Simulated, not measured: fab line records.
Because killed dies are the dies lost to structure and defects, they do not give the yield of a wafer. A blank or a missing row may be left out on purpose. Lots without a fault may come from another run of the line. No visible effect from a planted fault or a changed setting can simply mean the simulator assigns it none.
Matching of chambers	flow n5Finfet	N5_HKMG_FIN_ETCH_58 on rieDiel-05 has 4 sister chambers
The step etches SOC in N2/H2, target depth 215.8 nm, time 741 s. 8 wafers are shown with their chamber, then 8 later ones without.

WAFERS WITH THEIR CHAMBER
wafer	chamber	showerheadPlenumPTorr (Torr)	throttleValvePct (%)
L079.5	3	2.73	17.65
L080.4	3	2.72	17.64
L081.4	0	2.50	17.68
L081.6	1	2.49	17.77
L083.1	2	2.64	18.22
L083.3	0	2.50	17.67
L083.5	1	2.49	17.76
L090.1	2	2.64	18.24

WAFERS MISSING THEIR CHAMBER
wafer	showerheadPlenumPTorr (Torr)	throttleValvePct (%)
L090.3	2.48	17.79
L090.5	2.72	17.69
L093.2	2.49	17.72
L093.4	2.63	18.24
L093.6	2.49	17.70
L095.1	2.71	17.68
L095.3	2.48	17.82
L095.6	2.49	17.71

CHAMBER TAKEN BY EACH
wafer	from the rows above	in truth
L090.3	1	1
L090.5	3	3
L093.2	can't be placed: 1 or 0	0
L093.4	2	2
L093.6	0	0
L095.1	3	3
L095.3	1	1
L095.6	can't be placed: 0 or 1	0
Correct placement for 6 of the 8. Cannot be placed on the basis of these rows: 2; the candidates contain the true chamber in 2. Number placed wrongly: 0.
How it was worked out, from the rows above alone: a wafer's distance from a chamber is the root of the sum, over the readings, of the square of ((its reading less the chamber's mean) divided by the reading's scatter). If the next closest chamber is less than 2 further off than the closest, the wafer can't be placed; otherwise it belongs to the closest. For every chamber, the mean is computed from those of its wafers that are shown. The scatter: take each reading less its chamber's mean, square it, sum over the shown wafers, divide by the number of wafers less the number of chambers, and take the root.
